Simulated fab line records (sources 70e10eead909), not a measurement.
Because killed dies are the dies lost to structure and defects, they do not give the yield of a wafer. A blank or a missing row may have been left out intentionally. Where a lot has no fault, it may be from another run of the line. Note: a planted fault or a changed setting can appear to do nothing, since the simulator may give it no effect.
Which tool is to blame? + flow nand harc + at 1 step of a route of 1302, 12 lots with 36 wafers sampled

== WHAT THE GAUGES READ, wafer by wafer ==
NHARC_A_BLC_INSPECT_28.
| lot  | measured     | on                | raw defect count |
|------|--------------|-------------------|------------------|
| L077 | day 23 17:16 | defect inspect-02 | 397 347 498      |
| L075 | day 23 20:58 | defect inspect-01 | 444 420 383      |
| L079 | day 25 05:16 | defect inspect-02 | 453 512 533      |
| L081 | day 25 20:16 | defect inspect-02 | 354 491 526      |
| L086 | day 27 04:02 | defect inspect-01 | 486 619 513      |
| L084 | day 27 06:36 | defect inspect-02 | 660 603 635      |
| L089 | day 28 12:23 | defect inspect-02 | 443 521 404      |
| L087 | day 28 18:28 | defect inspect-02 | 370 406 502      |
| L090 | day 30 07:35 | defect inspect-02 | 399 444 415      |
| L092 | day 30 22:33 | defect inspect-01 | 459 341 397      |
| L095 | day 31 18:03 | defect inspect-02 | 560 592 660      |
| L097 | day 32 11:36 | defect inspect-01 | 534 363 550      |

== EACH LOT AND THE TOOL THAT RAN IT (in order: tool; ch and the chambers of the sampled wafers; start) ==
Record: no process step prior to these readings.

== THE ANSWER, worked out from the rows above alone ==
Rule: the usual values come from the lots themselves. Put in order of their means at a reading, lots are off if they are a third of the lots or fewer, leave a main group of 4 or more, and stand apart from it by a gap of 3 or more times the standard deviation of the main group's means; of several such gaps the widest counts. A main group whose means are all the same, to the digits that the tables above print for the reading, isn't used. A lot without any number at a reading at which 4 lots or more have one is off too. All remaining lots with rows at the step are treated as sound.
Across all readings shown, no lot is off: no conclusion can be drawn from this.

== WHAT THE SIMULATOR HAD PUT IN ==
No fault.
